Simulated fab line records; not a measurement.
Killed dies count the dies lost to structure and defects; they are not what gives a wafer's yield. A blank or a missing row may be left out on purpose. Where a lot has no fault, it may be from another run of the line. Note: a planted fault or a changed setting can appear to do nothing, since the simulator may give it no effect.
What tool caused it? | flow n5_finfet | 27 wafers from 9 lots sampled at 5 of the route's 1938 steps

== WHAT THE GAUGES SHOWED, per wafer ==
N5_BEOL_M4_RC_MEAS_101.
lot  | measured     | on        | DIBL_N (mV/V)
L550 | day 8 19:02  | prober-02 | 36.0 35.5 38.2
L552 | day 8 23:17  | prober-02 | 32.9 34.7 35.1
L553 | day 9 04:28  | prober-01 | 33.5 33.3 34.0
L554 | day 9 06:34  | prober-01 | 31.5 35.8 33.8
L566 | day 13 23:33 | prober-02 | 34.6 35.2 35.7
L568 | day 13 23:04 | prober-01 | 34.1 34.5 34.7
L569 | day 14 05:44 | prober-01 | 33.6 36.4 33.3
L570 | day 14 18:48 | prober-01 | 34.3 37.4 36.3
L572 | day 15 03:55 | prober-01 | 37.5 35.5 36.4

== WHAT TOOL EACH LOT RAN ON (gives the tool, then ch and the chambers of the sampled wafers, and finally the start) ==
lot  | N5_BEOL_M1_ETCH_74                 | N5_BEOL_M1_STRIP_19                | N5_BEOL_M1_COAT_76                | N5_BEOL_M1_DESCUM_33
L550 | rie_diel-01 ch 2,3, day 6 13:01    | rie_diel-01 ch 2,3, day 6 13:20    | litho_track-03 ch 0, day 6 13:27  | rie_diel-01 ch 2,3, day 6 13:58
L552 | rie_diel-03 ch 0,1,2, day 6 16:28  | rie_diel-03 ch 0,1,2, day 6 16:47  | litho_track-03 ch 0, day 6 16:54  | rie_diel-01 ch 0,2,3, day 6 17:26
L553 | rie_diel-03 ch 1,2,3, day 7 01:48  | rie_diel-02 ch 0,1,2, day 7 02:08  | litho_track-03 ch 0, day 7 02:14  | rie_diel-02 ch 0,3, day 7 03:45
L554 | rie_diel-02 ch 0,1,2, day 7 13:45  | rie_diel-02 ch 0,1,2, day 7 14:04  | litho_track-03 ch 0, day 7 14:11  | rie_diel-02 ch 0,1,2, day 7 14:43
L566 | rie_diel-02 ch 0,1,2, day 10 17:32 | rie_diel-02 ch 0,1,2, day 10 17:52 | litho_track-03 ch 0, day 10 17:59 | rie_diel-03 ch 1,2,3, day 10 18:30
L568 | rie_diel-01 ch 0,1,3, day 10 21:15 | rie_diel-03 ch 0,2,3, day 10 21:35 | litho_track-02 ch 0, day 10 21:41 | rie_diel-01 ch 0,1,3, day 10 22:13
L569 | rie_diel-01 ch 0,1,2, day 11 02:59 | rie_diel-01 ch 1,2,3, day 11 03:40 | litho_track-03 ch 0, day 11 03:46 | rie_diel-01 ch 0,1,2, day 11 05:56
L570 | rie_diel-01 ch 0,1,2, day 11 12:31 | rie_diel-02 ch 0,1,2, day 11 12:55 | litho_track-03 ch 0, day 11 13:02 | rie_diel-02 ch 1,2,3, day 11 14:53
L572 | rie_diel-02 ch 1,2, day 12 08:04   | rie_diel-01 ch 0,3, day 12 08:31   | litho_track-03 ch 0, day 12 08:37 | rie_diel-01 ch 0,1,2, day 12 09:09
- N5_BEOL_M1_ETCH_74: etches underlayer in N2/H2, target depth 6.5 nm, time 5.2 s.
- N5_BEOL_M1_STRIP_19: strips in O2.
- N5_BEOL_M1_COAT_76: time 60 s, resist thk 5 nm.
- N5_BEOL_M1_DESCUM_33: chemistry O2, time 7 s.

== THE ANSWER, worked out from the rows above alone ==
Rule: what is usual is taken from the lots themselves. Put in order of their means at a reading, lots are off if they are a third of the lots or fewer, leave a main group of 4 or more, and stand apart from it by a gap of 3 or more times the standard deviation of the main group's means; of several such gaps the widest counts. If all means in a main group match to the digits the tables above print for the reading, that group is not used. A lot without any number at a reading at which 4 lots or more have one is off too. Any other lot the step has rows for is counted as sound.
Nothing can be told from this: no lot is off at any reading shown.

== WHAT HAD BEEN PUT IN BY THE SIMULATOR ==
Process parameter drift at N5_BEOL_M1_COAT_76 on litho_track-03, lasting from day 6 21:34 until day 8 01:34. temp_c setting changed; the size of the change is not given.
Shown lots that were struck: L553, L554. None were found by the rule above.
